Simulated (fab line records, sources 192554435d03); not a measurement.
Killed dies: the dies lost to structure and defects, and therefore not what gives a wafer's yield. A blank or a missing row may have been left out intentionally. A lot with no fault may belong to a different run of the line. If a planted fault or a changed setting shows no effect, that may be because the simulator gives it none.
Struck lot and sound lot, side by side	flow n5Finfet	39 steps out of a route of 1938
Sound: the wafers L492.3, L492.5, L492.6. Struck: wafer L485.1 (left out: L485.2, a lot-mate that was not struck); the cause follows at the end.
Per side, at each step with rows, come the tool, then ch with its chambers, and then its first start. Under that, the readings that differ: sound wafers	struck wafers	difference of the means	sigmas: that difference in standard deviations of wafers without a fault.
alike: readings with means less than 2 such deviations apart, plus words and numbers identical on both sides. not compared: withheld readings, readings lacking a value on some wafer, bounds such as >300 that could conceal the same value, and numbers that have no deviation in the record and whose values overlap.
A row with sigmas, a row that says differs or no value, or rows on one side alone: a step with any of these is where the two part. Numbers that have no deviation but don't overlap get no sigmas and don't part them. A reading missing from all wafers of one side parts the sides only when that side holds two or more wafers.

first, 10 steps without rows for these wafers: N5_BEOL_M3_STRIP_36 (strips in N2/H2); N5_BEOL_M3_TRENCH_ETCH_37 (etches SiOC in C4F6/O2, target depth 55.555 nm, time 29.2 s); N5_BEOL_M3_ETCH_41 (etches SiCN in CH3F/O2, target depth 29.9 nm, time 52.5 s); N5_BEOL_M3_STRIP_97 (strips in N2/H2, time 10 s); N5_BEOL_M3_HM_STRIP_39 (strips TiN in peroxide tin strip, target depth 25 nm, time 158 s); N5_BEOL_M3_SRD_40 (time 30 s); N5_BEOL_M3_PRECLEAN_42 (cleans in residue remover, time 60 s); N5_BEOL_M3_SRD_43 (time 30 s); N5_BEOL_M3_DEGAS_44 (time 60 s); N5_BEOL_M3_PRE_CLEAN_45 (time 30 s).
N5_BEOL_M3_ALD_84: deposits TaN, pulse time 2 s, purge time 3 s, co reactant purge time 2 s.
  sound on aldMetal-04 ch 1,2,3, day 12 11:40; struck on aldMetal-03 ch 2, day 10 22:40
reading	sound	struck	difference	sigmas
aldCycles	30 30 30	21	-9	
  alike: heaterPowerW
  not compared: sinceWetCleanH, model.TaN_of_BEOL_M3_ALD_84.thkNm
then, 26 steps without rows for these wafers: N5_BEOL_M3_SURFACE_TREAT_85; N5_BEOL_M3_CVD_47 (deposits Co from CCTBA/H2, target thk 3 nm, time 223.8 s); N5_BEOL_M3_SPUTTER_48 (material Cu, target thk 4.5 nm, time 8.29 s); N5_BEOL_M3_ANNEAL_49 (time 240 s); N5_BEOL_M3_SPUTTER_79 (material Cu, target thk 4.5 nm, time 8.29 s); N5_BEOL_M3_ANNEAL_80 (time 240 s); N5_BEOL_M3_SPUTTER_81 (material Cu, target thk 4.5 nm, time 8.29 s); N5_BEOL_M3_ANNEAL_82 (time 240 s); N5_BEOL_M3_SPUTTER_86 (material Cu, target thk 4.5 nm, time 8.29 s); N5_BEOL_M3_ANNEAL_87 (time 240 s); N5_BEOL_M3_SPUTTER_88 (material Cu, target thk 4.5 nm, time 8.29 s); N5_BEOL_M3_ANNEAL_89 (time 240 s); N5_BEOL_M3_SPUTTER_90 (material Cu, target thk 4.5 nm, time 8.29 s); N5_BEOL_M3_ANNEAL_91 (time 240 s); N5_BEOL_M3_SPUTTER_92 (material Cu, target thk 4.5 nm, time 8.29 s); N5_BEOL_M3_ANNEAL_93 (time 240 s); N5_BEOL_M3_SPUTTER_94 (material Cu, target thk 4.5 nm, time 8.29 s); N5_BEOL_M3_ANNEAL_95 (time 240 s); N5_BEOL_M3_SPUTTER_96 (material Cu, target thk 4.5 nm, time 8.29 s); N5_BEOL_M3_ECD_50 (material Cu, target thk 300 nm); N5_BEOL_M3_ANNEAL_51 (time 90 s); N5_BEOL_M3_CMP_52 (polishes, stops on SiOC, t overpolish 6.8 s, target thk 40 nm); N5_BEOL_M3_PRE_CLEAN_60 (time 15 s); N5_BEOL_M3_CO_CAP_55 (material Co, precursor CCTBA/H2, target thk 2 nm, time 102.1 s); N5_BEOL_M3_PRE_CLEAN_56 (time 15 s); N5_BEOL_M3_DEP_57 (deposits SiCN from 3MS/NH3, target thk 8 nm, time 14 s).
N5_BEOL_M4_RC_MEAS_101:
  sound on prober-02 ch 0, day 13 01:22; struck on prober-02 ch 0, day 11 14:33
reading	sound	struck	difference	sigmas
COMB_M3 (S/m)	5.1e-11 6.1e-11 7.1e-11	1.69e-10	+1.08e-10	+8
COMB_M3_max_site (S/m)	8.1e-11 1.05e-10 8.7e-11	2.26e-10	+1.35e-10	+7
DIBL_N (mV/V)	37.2 39.6 35.2	33.8	-3.5	-2
DIBL_P (mV/V)	38.4 40.0 35.2	32.1	-5.8	-3
ION_N (uA/um)	685 688 668	656	-24	-2
  alike: IOFF_N, IOFF_P, ION_P, SS_N, SS_P, VT_N, VT_P
-- here the record skips 5 days between the struck wafers' starts before and after, leaving off in module BEOL_M4 and picking up in module PASSIVATION (first step shown: number 1936 of the route) --
N5_PASSIVATION_PROBE_49:
  rows exist in the record for the struck wafers here (prober-01, day 16 04:17), but not for the sound ones

WHERE THEY PART
Earliest at N5_BEOL_M4_RC_MEAS_101; latest, in this record, at N5_PASSIVATION_PROBE_49.

WHY: what had been put in by the simulator
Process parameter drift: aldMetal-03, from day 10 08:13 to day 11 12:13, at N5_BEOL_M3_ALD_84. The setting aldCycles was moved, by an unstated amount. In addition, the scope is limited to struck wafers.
